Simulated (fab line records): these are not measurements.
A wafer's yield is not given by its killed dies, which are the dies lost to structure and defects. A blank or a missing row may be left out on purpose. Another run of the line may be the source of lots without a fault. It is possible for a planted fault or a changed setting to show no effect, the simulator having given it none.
Chamber matching	flow nandHarc	NHARC_P_CONTACT_DEP_30 on pecvd-03 has 3 sister chambers
The step deposits SiNx, target thk 30 nm. 3 wafers are shown with their chamber, then 7 later ones without.

## WAFERS WITH THEIR CHAMBER
wafer	chamber	heaterPowerW (W)
L663.6	0	647
L667.6	2	629
L670.4	1	801

## WAFERS WHOSE CHAMBER IS MISSING
wafer	heaterPowerW (W)
L670.5	611
L674.1	612
L674.4	866
L674.5	623
L683.2	560
L683.5	596
L683.6	815

## THE CHAMBER EACH PASSED THROUGH
wafer	from the rows above	in truth
L670.5	can't be placed: 2 or 0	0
L674.1	can't be placed: 2 or 0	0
L674.4	1	1
L674.5	can't be placed: 2 or 0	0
L683.2	can't be placed: 2 or 0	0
L683.5	can't be placed: 2 or 0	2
L683.6	1	1
2 of 7 placed correctly. Unplaceable from these rows: 5, with the true chamber sitting among the candidates in 5. Wrongly placed: 0.
How it was worked out, from the rows above alone: a wafer's distance from a chamber is the root of the sum, over the readings, of the square of ((its reading less the chamber's mean) divided by the reading's scatter). If the next closest chamber is less than 2 further off than the closest, the wafer can't be placed; otherwise it belongs to the closest. A chamber's mean is the mean of its shown wafers. The scatter (one wafer shown for each chamber): square how far every hidden wafer sits from the nearest shown wafer, average those squares and take the square root.
